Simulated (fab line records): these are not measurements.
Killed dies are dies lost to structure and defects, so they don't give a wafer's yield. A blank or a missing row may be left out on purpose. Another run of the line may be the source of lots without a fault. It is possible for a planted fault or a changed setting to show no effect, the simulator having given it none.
Matching of chambers :: flow nand_harc :: rie_diel-10 running NHARC_A_SGD_CUT_DESCUM_14: 4 sister chambers
The step chemistry O2, time 3 s. 8 wafers are shown with their chamber, then 9 later ones without.

## WAFERS PAIRED WITH THEIR CHAMBERS
wafer: L079.4
chamber: 2
drypump_motor_current_A (A): 6.4
rf_vpp_V (V): 59.0

wafer: L080.5
chamber: 3
drypump_motor_current_A (A): 5.3
rf_vpp_V (V): 58.2

wafer: L087.1
chamber: 2
drypump_motor_current_A (A): 6.4
rf_vpp_V (V): 58.3

wafer: L087.2
chamber: 1
drypump_motor_current_A (A): 5.3
rf_vpp_V (V): 56.4

wafer: L087.4
chamber: 0
drypump_motor_current_A (A): 6.3
rf_vpp_V (V): 57.0

wafer: L088.1
chamber: 1
drypump_motor_current_A (A): 5.2
rf_vpp_V (V): 57.1

wafer: L088.3
chamber: 0
drypump_motor_current_A (A): 6.3
rf_vpp_V (V): 59.5

wafer: L088.4
chamber: 3
drypump_motor_current_A (A): 5.3
rf_vpp_V (V): 58.3

## WAFERS WITHOUT THEIR CHAMBER
wafer: L094.1
drypump_motor_current_A (A): 5.2
rf_vpp_V (V): 56.2

wafer: L094.2
drypump_motor_current_A (A): 6.4
rf_vpp_V (V): 59.1

wafer: L094.5
drypump_motor_current_A (A): 6.4
rf_vpp_V (V): 57.3

wafer: L094.3
drypump_motor_current_A (A): 6.3
rf_vpp_V (V): 59.2

wafer: L094.4
drypump_motor_current_A (A): 5.2
rf_vpp_V (V): 57.1

wafer: L094.6
drypump_motor_current_A (A): 6.3
rf_vpp_V (V): 59.0

wafer: L097.1
drypump_motor_current_A (A): 6.4
rf_vpp_V (V): 58.7

wafer: L097.4
drypump_motor_current_A (A): 5.2
rf_vpp_V (V): 59.3

wafer: L097.5
drypump_motor_current_A (A): 6.4
rf_vpp_V (V): 59.5

## EACH ONE'S CHAMBER
wafer: L094.1
from the rows above: 1
in truth: 1

wafer: L094.2
from the rows above: 2
in truth: 2

wafer: L094.5
from the rows above: can't be placed: 2 or 0
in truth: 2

wafer: L094.3
from the rows above: can't be placed: 0 or 2
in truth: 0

wafer: L094.4
from the rows above: can't be placed: 1 or 3
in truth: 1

wafer: L094.6
from the rows above: 0
in truth: 0

wafer: L097.1
from the rows above: 2
in truth: 2

wafer: L097.4
from the rows above: can't be placed: 1 or 3
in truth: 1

wafer: L097.5
from the rows above: 2
in truth: 2
Correctly placed: 5 of 9. Cannot be placed on the basis of these rows: 4; the candidates contain the true chamber in 4. Placed wrongly: 0.
How it was worked out, from the rows above alone: a wafer's distance from a chamber is the root of the sum, over the readings, of the square of ((its reading less the chamber's mean) divided by the reading's scatter). If the next closest chamber is less than 2 further off than the closest, the wafer can't be placed; otherwise it belongs to the closest. Each chamber's mean is taken over the wafers shown for it. The scatter is the square root of a quotient: the sum, over the shown wafers, of each reading's squared deviation from its chamber's mean, divided by wafers minus chambers.
